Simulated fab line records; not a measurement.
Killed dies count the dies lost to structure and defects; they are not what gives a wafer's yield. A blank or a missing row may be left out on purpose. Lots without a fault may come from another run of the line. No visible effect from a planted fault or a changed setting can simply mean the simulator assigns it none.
Chamber matching -- flow n5-finfet -- N5_BEOL_M7_ETCH_62 on rie-diel-06: 4 sister chambers
The step etches SOC in N2/H2, target depth 110 nm, overetch 22 nm, time 165 s. 4 wafers are shown with their chamber, then 8 later ones without.

== WAFERS, EACH WITH ITS CHAMBER ==
wafer,chamber,showerhead-plenum-p-Torr (Torr)
L077.4,1,2.63
L080.3,2,2.43
L080.4,3,2.54
L083.1,0,2.59

== WAFERS WHOSE CHAMBER IS MISSING ==
wafer,showerhead-plenum-p-Torr (Torr)
L083.2,2.43
L083.5,2.43
L097.1,2.58
L097.2,2.52
L097.3,2.62
L097.4,2.42
L097.5,2.52
L097.6,2.42

== WHICH CHAMBER EACH ONE RAN IN ==
wafer,from the rows above,in truth
L083.2,2,2
L083.5,2,2
L097.1,0,0
L097.2,3,3
L097.3,can't be placed: 1 or 0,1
L097.4,2,2
L097.5,3,3
L097.6,2,2
Correctly placed: 7 of 8. These rows do not allow placing 1 (true chamber among the candidates in 1). Number placed wrongly: 0.
How it was worked out, from the rows above alone: a wafer's distance from a chamber is the root of the sum, over the readings, of the square of ((its reading less the chamber's mean) divided by the reading's scatter). The wafer belongs to the nearest chamber; if the next one is less than 2 further off, it can't be placed. Each chamber's mean is taken over the wafers shown for it. The scatter: root of mean squared gap, hidden wafer to nearest shown wafer, with one shown wafer a chamber.
